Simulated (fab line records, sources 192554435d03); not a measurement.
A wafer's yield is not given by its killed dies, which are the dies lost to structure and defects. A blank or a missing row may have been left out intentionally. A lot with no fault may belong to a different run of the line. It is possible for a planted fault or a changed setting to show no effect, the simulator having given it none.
Chamber matching    flow n5 finfet    3 sister chambers for N5_BEOL_M9_PECVD_70 on pecvd-04
The step deposits SiO2 from TEOS/O2, target thk 20 nm, time 22.7 s. 24 wafers are shown with their chamber, then 12 later ones without.

== EACH WAFER AND ITS CHAMBER ==
wafer   chamber  throttle valve pct (%)  showerhead plenum p Torr (Torr)  heater power w (W)
L074.4  1        23.5                    8.76                             686
L074.5  1        23.7                    8.75                             666
L074.6  0        23.6                    8.82                             605
L075.1  1        23.6                    8.75                             728
L075.3  0        23.8                    8.83                             660
L075.6  1        23.9                    8.75                             709
L076.1  0        23.7                    8.83                             672
L076.3  1        23.8                    8.77                             762
L076.5  1        23.7                    8.74                             758
L077.1  1        23.7                    8.76                             700
L077.2  0        23.9                    8.82                             536
L077.5  0        23.7                    8.81                             548
L080.1  1        23.9                    8.74                             759
L080.4  1        23.9                    8.75                             756
L080.6  2        20.6                    8.80                             582
L079.2  0        23.8                    8.81                             606
L079.4  0        23.8                    8.82                             587
L079.5  2        20.6                    8.79                             609
L085.2  2        21.0                    8.81                             689
L085.4  1        23.7                    8.75                             791
L085.5  2        20.8                    8.79                             699
L088.1  1        23.7                    8.75                             757
L088.4  1        23.8                    8.79                             745
L088.5  2        20.8                    8.81                             651

SIGNATURES (means of the wafers above)
reading                   chamber 0  chamber 1  chamber 2  scatter within a chamber
throttle valve pct        23.757     23.742     20.760     0.127
showerhead plenum p Torr  8.8200     8.7550     8.8000     0.0118
heater power w            602.00     734.75     646.00     44.2
Rule: for a wafer and a chamber, the distance is found by dividing, reading by reading, the gap between the wafer's reading and the chamber's mean by the reading's scatter, squaring, summing and taking the root. If the next closest chamber is less than 2 further off than the closest, the wafer can't be placed; otherwise it belongs to the closest. The scatter: take each reading less its chamber's mean, square it, sum over the shown wafers, divide by the number of wafers less the number of chambers, and take the root.

== WAFERS WITH NO CHAMBER GIVEN ==
wafer   throttle valve pct (%)  showerhead plenum p Torr (Torr)  heater power w (W)
L090.3  20.8                    8.80                             671
L090.4  24.1                    8.81                             557
L090.6  24.0                    8.76                             764
L091.1  24.0                    8.73                             748
L091.2  21.2                    8.77                             603
L091.6  24.3                    8.84                             652
L092.1  23.9                    8.78                             778
L092.2  20.9                    8.79                             569
L092.3  24.1                    8.83                             598
L094.1  20.9                    8.79                             616
L094.4  24.0                    8.81                             681
L094.6  23.7                    8.75                             692

== THE CHAMBER EACH PASSED THROUGH ==
wafer   from the rows above  in truth
L090.3  2                    2
L090.4  0                    0
L090.6  1                    1
L091.1  1                    1
L091.2  2                    2
L091.6  0                    0
L092.1  1                    1
L092.2  2                    2
L092.3  0                    0
L094.1  2                    2
L094.4  0                    0
L094.6  1                    1
12 of 12 placed correctly. From these rows, 0 cannot be placed. Wrongly placed: 0.
